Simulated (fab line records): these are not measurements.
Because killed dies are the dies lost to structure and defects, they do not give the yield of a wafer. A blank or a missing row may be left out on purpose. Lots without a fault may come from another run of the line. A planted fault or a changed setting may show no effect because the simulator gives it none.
Chamber matching | flow n5_finfet | 4 sister chambers for N5_BEOL_M8_DESCUM_33 on rie_diel-06
The step chemistry O2, time 7 s. 8 wafers are shown with their chamber, then 7 later ones without.

== WAFERS, EACH WITH ITS CHAMBER ==
wafer  | chamber | throttle_valve_pct (%) | showerhead_plenum_p_Torr (Torr)
L080.1 | 2       | 20.38                  | 2.15
L080.3 | 0       | 20.51                  | 1.98
L080.4 | 1       | 20.04                  | 2.14
L083.4 | 1       | 20.05                  | 2.13
L083.5 | 3       | 20.06                  | 2.11
L083.6 | 2       | 20.37                  | 2.15
L085.1 | 3       | 20.06                  | 2.11
L085.2 | 0       | 20.52                  | 1.97

== WAFERS MISSING THEIR CHAMBER ==
wafer  | throttle_valve_pct (%) | showerhead_plenum_p_Torr (Torr)
L085.6 | 20.07                  | 2.13
L090.1 | 20.09                  | 2.13
L090.3 | 20.23                  | 2.24
L090.5 | 20.40                  | 2.14
L097.2 | 20.23                  | 2.23
L097.4 | 20.09                  | 2.12
L097.5 | 20.10                  | 2.12

== EACH ONE'S CHAMBER ==
wafer  | from the rows above     | in truth
L085.6 | can't be placed: 1 or 3 | 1
L090.1 | can't be placed: 3 or 1 | 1
L090.3 | 2                       | 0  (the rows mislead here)
L090.5 | 2                       | 2
L097.2 | 2                       | 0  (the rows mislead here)
L097.4 | 3                       | 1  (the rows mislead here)
L097.5 | 3                       | 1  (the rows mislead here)
Correct placement for 1 of the 7. These rows do not allow placing 2 (true chamber among the candidates in 2). Number placed wrongly: 4.
How it was worked out, from the rows above alone: a wafer's distance from a chamber is the root of the sum, over the readings, of the square of ((its reading less the chamber's mean) divided by the reading's scatter). If the next closest chamber is less than 2 further off than the closest, the wafer can't be placed; otherwise it belongs to the closest. The mean given for a chamber averages the wafers shown for that chamber. The scatter: the root of (the sum of the squares of (reading less its chamber's mean) over the shown wafers, divided by (wafers less chambers)).
